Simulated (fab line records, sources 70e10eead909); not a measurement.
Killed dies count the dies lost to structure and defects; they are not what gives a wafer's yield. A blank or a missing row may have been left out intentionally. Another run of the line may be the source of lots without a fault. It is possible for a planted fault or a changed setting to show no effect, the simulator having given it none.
The tool behind it: which one? -- flow nand-harc -- 23 lots with 69 wafers sampled at 3 steps, on a route of 1302 steps

## WHAT EACH GAUGE READ, for each wafer
NHARC_A_STAIRCASE_INSPECT_155.
lot,measured,on,raw-defect-count
L074,day 19 04:15,defect-inspect-02,638 475 502
L076,day 20 00:54,defect-inspect-01,448 349 370
L077,day 20 01:02,defect-inspect-02,445 448 432
L078,day 20 13:44,defect-inspect-01,408 418 407
L079,day 21 04:22,defect-inspect-02,480 530 501
L081,day 22 06:36,defect-inspect-01,287 230 180
L075,day 22 06:46,defect-inspect-02,504 701 562
L082,day 22 14:22,defect-inspect-02,435 653 458
L080,day 22 14:07,defect-inspect-01,432 485 360
L084,day 23 00:11,defect-inspect-01,383 374 652
L083,day 22 23:55,defect-inspect-02,332 349 721
L085,day 23 19:44,defect-inspect-02,286 219 178
L086,day 24 02:50,defect-inspect-02,338 511 395
L087,day 24 21:19,defect-inspect-02,445 507 554
L090,day 25 07:02,defect-inspect-01,636 294 356
L089,day 25 06:19,defect-inspect-01,866 430 364
L088,day 25 06:29,defect-inspect-02,365 296 273
L092,day 25 20:08,defect-inspect-01,470 387 464
L091,day 25 20:31,defect-inspect-01,458 331 405
L093,day 26 20:44,defect-inspect-02,269 332 238
L096,day 28 02:32,defect-inspect-02,246 228 305
L094,day 28 02:55,defect-inspect-01,416 513 509
L097,day 28 15:40,defect-inspect-01,430 393 418

## EACH LOT AND THE TOOL THAT RAN IT (in order: tool; ch and the chambers of the sampled wafers; start)
lot,NHARC_A_STAIRCASE_STRIP_476,NHARC_A_STAIRCASE_DEP_151
L074,"rie-diel-06 ch 1,2,3, day 17 04:30","pecvd-04 ch 0,2, day 17 18:19"
L076,"rie-diel-12 ch 1,2, day 18 00:56","pecvd-01 ch 0,2, day 18 12:08"
L077,"rie-diel-09 ch 0,1,2, day 18 05:04","pecvd-01 ch 0,1, day 18 18:57"
L078,"rie-diel-12 ch 0,1, day 18 15:16","pecvd-01 ch 0,1,2, day 19 05:05"
L079,"rie-diel-12 ch 0,3, day 19 05:35","pecvd-02 ch 0,1,2, day 19 16:30"
L081,"rie-diel-12 ch 1,3, day 20 01:14","pecvd-04 ch 0,1,2, day 20 12:16"
L075,"rie-diel-06 ch 0,1,2, day 20 02:57","pecvd-02 ch 0,1,2, day 20 12:16"
L082,"rie-diel-06 ch 1,2,3, day 20 09:02","pecvd-01 ch 1,2, day 20 21:31"
L080,"rie-diel-12 ch 2,3, day 20 13:29","pecvd-02 ch 0,1, day 21 00:47"
L084,"rie-diel-06 ch 1,2, day 21 00:47","pecvd-01 ch 0,2, day 21 11:56"
L083,"rie-diel-12 ch 0,1,2, day 21 03:50","pecvd-02 ch 0,1, day 21 12:19"
L085,"rie-diel-12 ch 0,1, day 21 22:12","pecvd-01 ch 0,1,2, day 22 09:26"
L086,"rie-diel-12 ch 1,2,3, day 22 06:05","pecvd-01 ch 0,1,2, day 22 17:04"
L087,"rie-diel-12 ch 1,2,3, day 23 03:39","pecvd-01 ch 0,2, day 23 14:46"
L090,"rie-diel-09 ch 0,2,3, day 23 11:07","pecvd-01 ch 1,2, day 23 22:10"
L089,"rie-diel-06 ch 0,3, day 23 14:13","pecvd-01 ch 0,2, day 24 02:05"
L088,"rie-diel-06 ch 0,1, day 23 15:07","pecvd-02 ch 0,1,2, day 23 22:10"
L092,"rie-diel-06 ch 0,1,3, day 24 01:43","pecvd-04 ch 1,2, day 24 13:20"
L091,"rie-diel-12 ch 1,3, day 24 03:59","pecvd-01 ch 1,2, day 24 13:33"
L093,"rie-diel-06 ch 0,1,2, day 25 02:22","pecvd-04 ch 0,1,2, day 25 13:25"
L096,"rie-diel-12 ch 1,2,3, day 25 23:25","pecvd-01 ch 0,2, day 26 10:30"
L094,"rie-diel-12 ch 1,2, day 26 02:56","pecvd-04 ch 0,1,2, day 26 18:03"
L097,"rie-diel-09 ch 0,2, day 26 15:01","pecvd-04 ch 0,2, day 27 02:43"
- NHARC_A_STAIRCASE_STRIP_476: strips in O2, time 20 s.
- NHARC_A_STAIRCASE_DEP_151: deposits SiO2, target thk 7200 nm.

## AS READ BY THE TOOLS THEMSELVES (means over the sampled wafers that have a number; for cases with no such wafer, the mark the record gives instead)
NHARC_A_STAIRCASE_STRIP_476.
lot,tool,drypump-motor-current-A (A),oes-product-au (a.u.),rf-vpp-V (V),showerhead-plenum-p-Torr (Torr),throttle-valve-pct (%)
L074,rie-diel-06,5.2,1.001,57.9,3.52,17.043
L076,rie-diel-12,6.2,0.998,57.6,3.34,17.034
L077,rie-diel-09,5.9,0.988,57.8,3.60,17.040
L078,rie-diel-12,6.4,1.004,57.5,3.51,17.041
L079,rie-diel-12,6.0,1.014,57.3,3.38,17.037
L081,rie-diel-12,6.1,1.009,58.2,3.65,17.037
L075,rie-diel-06,5.2,0.995,57.9,3.52,17.037
L082,rie-diel-06,5.2,0.994,58.0,3.50,17.043
L080,rie-diel-12,5.6,0.997,58.1,3.50,17.035
L084,rie-diel-06,5.1,0.996,58.1,3.65,17.039
L083,rie-diel-12,6.1,0.997,57.9,3.42,17.044
L085,rie-diel-12,6.5,1.007,57.9,3.49,17.036
L086,rie-diel-12,6.0,1.009,57.9,3.48,17.046
L087,rie-diel-12,5.9,1.011,57.6,3.48,17.039
L090,rie-diel-09,5.9,1.001,58.5,3.59,17.037
L089,rie-diel-06,5.4,0.999,58.2,3.32,17.036
L088,rie-diel-06,5.3,1.004,58.0,3.60,17.027
L092,rie-diel-06,5.3,0.996,56.9,3.45,17.038
L091,rie-diel-12,6.4,1.006,57.3,3.47,17.033
L093,rie-diel-06,5.2,1.003,57.7,3.50,17.035
L096,rie-diel-12,6.0,1.010,57.6,3.47,17.038
L094,rie-diel-12,5.8,1.001,57.5,3.31,17.046
L097,rie-diel-09,5.7,1.006,56.6,3.43,17.036

NHARC_A_STAIRCASE_DEP_151.
lot,tool,heater-power-w (W)
L074,pecvd-04,633
L076,pecvd-01,798
L077,pecvd-01,793
L078,pecvd-01,720
L079,pecvd-02,621
L081,pecvd-04,632
L075,pecvd-02,729
L082,pecvd-01,631
L080,pecvd-02,675
L084,pecvd-01,711
L083,pecvd-02,677
L085,pecvd-01,705
L086,pecvd-01,724
L087,pecvd-01,730
L090,pecvd-01,640
L089,pecvd-01,691
L088,pecvd-02,661
L092,pecvd-04,549
L091,pecvd-01,606
L093,pecvd-04,598
L096,pecvd-01,816
L094,pecvd-04,598
L097,pecvd-04,688

## THE ANSWER, worked out from the rows above alone
Rule: the lots themselves supply what counts as usual. Put in order of their means at a reading, lots are off if they are a third of the lots or fewer, leave a main group of 4 or more, and stand apart from it by a gap of 3 or more times the standard deviation of the main group's means; of several such gaps the widest counts. A main group whose means are all the same, to the digits that the tables above print for the reading, isn't used. A lot without any number at a reading at which 4 lots or more have one is off too. All remaining lots with rows at the step are treated as sound. First the gauges in route order, then the tools' own readings, where a lot's mean is used as printed above. At the first step where some lot is off, the reading lying furthest off is the one used; lots without a number count as furthest.
No lot is off on any of the readings shown, so nothing can be concluded from this.

## WHAT WAS PUT IN BY THE SIMULATOR
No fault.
